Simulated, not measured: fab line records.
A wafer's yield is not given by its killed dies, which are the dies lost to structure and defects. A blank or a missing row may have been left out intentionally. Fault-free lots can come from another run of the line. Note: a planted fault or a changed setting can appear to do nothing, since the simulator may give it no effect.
Chamber matching / flow nandHarc / 4 sister chambers for NHARC_P_M0_STRIP_18 on rieDiel-04
The step strips in N2/H2. 8 wafers are shown with their chamber, then 12 later ones without.

== EACH WAFER AND ITS CHAMBER ==
wafer=L083.2; chamber=2; showerheadPlenumPTorr (Torr)=2.16; rfVppV (V)=90.5
wafer=L086.2; chamber=1; showerheadPlenumPTorr (Torr)=1.97; rfVppV (V)=88.4
wafer=L085.3; chamber=2; showerheadPlenumPTorr (Torr)=2.16; rfVppV (V)=91.4
wafer=L085.4; chamber=0; showerheadPlenumPTorr (Torr)=1.99; rfVppV (V)=90.4
wafer=L085.5; chamber=3; showerheadPlenumPTorr (Torr)=2.01; rfVppV (V)=91.6
wafer=L087.3; chamber=3; showerheadPlenumPTorr (Torr)=2.01; rfVppV (V)=90.5
wafer=L087.5; chamber=0; showerheadPlenumPTorr (Torr)=1.99; rfVppV (V)=91.5
wafer=L087.6; chamber=1; showerheadPlenumPTorr (Torr)=1.96; rfVppV (V)=89.4

== WAFERS WITHOUT THEIR CHAMBER ==
wafer=L089.1; showerheadPlenumPTorr (Torr)=1.98; rfVppV (V)=89.3
wafer=L089.4; showerheadPlenumPTorr (Torr)=2.16; rfVppV (V)=91.0
wafer=L089.5; showerheadPlenumPTorr (Torr)=2.16; rfVppV (V)=92.3
wafer=L090.2; showerheadPlenumPTorr (Torr)=2.16; rfVppV (V)=91.0
wafer=L090.3; showerheadPlenumPTorr (Torr)=1.96; rfVppV (V)=90.4
wafer=L090.6; showerheadPlenumPTorr (Torr)=1.98; rfVppV (V)=90.0
wafer=L093.1; showerheadPlenumPTorr (Torr)=2.01; rfVppV (V)=91.3
wafer=L093.5; showerheadPlenumPTorr (Torr)=1.98; rfVppV (V)=90.4
wafer=L093.6; showerheadPlenumPTorr (Torr)=2.01; rfVppV (V)=89.8
wafer=L094.1; showerheadPlenumPTorr (Torr)=1.96; rfVppV (V)=89.6
wafer=L094.2; showerheadPlenumPTorr (Torr)=2.15; rfVppV (V)=91.6
wafer=L094.5; showerheadPlenumPTorr (Torr)=2.15; rfVppV (V)=92.1

== WHICH CHAMBER EACH ONE RAN IN ==
wafer=L089.1; from the rows above=can't be placed: 0 or 1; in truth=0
wafer=L089.4; from the rows above=2; in truth=2
wafer=L089.5; from the rows above=2; in truth=2
wafer=L090.2; from the rows above=2; in truth=2
wafer=L090.3; from the rows above=1; in truth=1
wafer=L090.6; from the rows above=can't be placed: 0 or 1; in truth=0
wafer=L093.1; from the rows above=3; in truth=3
wafer=L093.5; from the rows above=can't be placed: 0 or 1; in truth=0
wafer=L093.6; from the rows above=3; in truth=3
wafer=L094.1; from the rows above=1; in truth=1
wafer=L094.2; from the rows above=2; in truth=2
wafer=L094.5; from the rows above=2; in truth=2
9 of 12 placed correctly. Not placeable from these rows: 3 (in 3, the candidates include the true chamber). 0 placed wrongly.
How it was worked out, from the rows above alone: a wafer's distance from a chamber is the root of the sum, over the readings, of the square of ((its reading less the chamber's mean) divided by the reading's scatter). The wafer belongs to the nearest chamber; if the next one is less than 2 further off, it can't be placed. The mean given for a chamber averages the wafers shown for that chamber. The scatter: take each reading less its chamber's mean, square it, sum over the shown wafers, divide by the number of wafers less the number of chambers, and take the root.
